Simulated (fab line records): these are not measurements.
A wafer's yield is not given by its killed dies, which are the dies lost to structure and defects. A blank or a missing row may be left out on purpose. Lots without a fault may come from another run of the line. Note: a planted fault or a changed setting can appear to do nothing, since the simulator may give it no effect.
Chamber matching || flow n5_finfet || N5_DUMMY_GATE_TRIM_49 on rie_si-06: 4 sister chambers
The step chemistry O2, time 29 s, target cd 14 nm. 8 wafers are shown with their chamber, then 10 later ones without.

## WAFERS WITH THEIR CHAMBER
{"wafer": "L084.1", "chamber": 0, "drypump_motor_current_A (A)": 5.0, "throttle_valve_pct (%)": 8.03}
{"wafer": "L084.2", "chamber": 1, "drypump_motor_current_A (A)": 5.6, "throttle_valve_pct (%)": 8.26}
{"wafer": "L085.3", "chamber": 1, "drypump_motor_current_A (A)": 5.6, "throttle_valve_pct (%)": 8.24}
{"wafer": "L086.1", "chamber": 2, "drypump_motor_current_A (A)": 5.7, "throttle_valve_pct (%)": 7.88}
{"wafer": "L086.4", "chamber": 3, "drypump_motor_current_A (A)": 5.5, "throttle_valve_pct (%)": 8.17}
{"wafer": "L086.6", "chamber": 2, "drypump_motor_current_A (A)": 5.7, "throttle_valve_pct (%)": 7.89}
{"wafer": "L089.2", "chamber": 3, "drypump_motor_current_A (A)": 5.6, "throttle_valve_pct (%)": 8.18}
{"wafer": "L089.4", "chamber": 0, "drypump_motor_current_A (A)": 5.0, "throttle_valve_pct (%)": 8.01}

## WAFERS MISSING THEIR CHAMBER
{"wafer": "L089.5", "drypump_motor_current_A (A)": 5.0, "throttle_valve_pct (%)": 8.04}
{"wafer": "L090.1", "drypump_motor_current_A (A)": 5.0, "throttle_valve_pct (%)": 8.04}
{"wafer": "L090.4", "drypump_motor_current_A (A)": 5.6, "throttle_valve_pct (%)": 8.16}
{"wafer": "L090.5", "drypump_motor_current_A (A)": 5.6, "throttle_valve_pct (%)": 8.27}
{"wafer": "L092.1", "drypump_motor_current_A (A)": 5.6, "throttle_valve_pct (%)": 8.27}
{"wafer": "L092.2", "drypump_motor_current_A (A)": 5.7, "throttle_valve_pct (%)": 7.90}
{"wafer": "L092.5", "drypump_motor_current_A (A)": 5.6, "throttle_valve_pct (%)": 8.26}
{"wafer": "L095.1", "drypump_motor_current_A (A)": 5.7, "throttle_valve_pct (%)": 7.89}
{"wafer": "L095.2", "drypump_motor_current_A (A)": 5.6, "throttle_valve_pct (%)": 8.17}
{"wafer": "L095.4", "drypump_motor_current_A (A)": 5.0, "throttle_valve_pct (%)": 8.03}

## CHAMBER TAKEN BY EACH
{"wafer": "L089.5", "from the rows above": 0, "in truth": 0}
{"wafer": "L090.1", "from the rows above": 0, "in truth": 0}
{"wafer": "L090.4", "from the rows above": 3, "in truth": 3}
{"wafer": "L090.5", "from the rows above": 1, "in truth": 1}
{"wafer": "L092.1", "from the rows above": 1, "in truth": 1}
{"wafer": "L092.2", "from the rows above": 2, "in truth": 2}
{"wafer": "L092.5", "from the rows above": 1, "in truth": 1}
{"wafer": "L095.1", "from the rows above": 2, "in truth": 2}
{"wafer": "L095.2", "from the rows above": 3, "in truth": 3}
{"wafer": "L095.4", "from the rows above": 0, "in truth": 0}
Correct placement for 10 of the 10. From these rows, 0 cannot be placed. 0 placed wrongly.
How it was worked out, from the rows above alone: a wafer's distance from a chamber is the root of the sum, over the readings, of the square of ((its reading less the chamber's mean) divided by the reading's scatter). If the next closest chamber is less than 2 further off than the closest, the wafer can't be placed; otherwise it belongs to the closest. The mean given for a chamber averages the wafers shown for that chamber. The scatter is the square root of a quotient: the sum, over the shown wafers, of each reading's squared deviation from its chamber's mean, divided by wafers minus chambers.
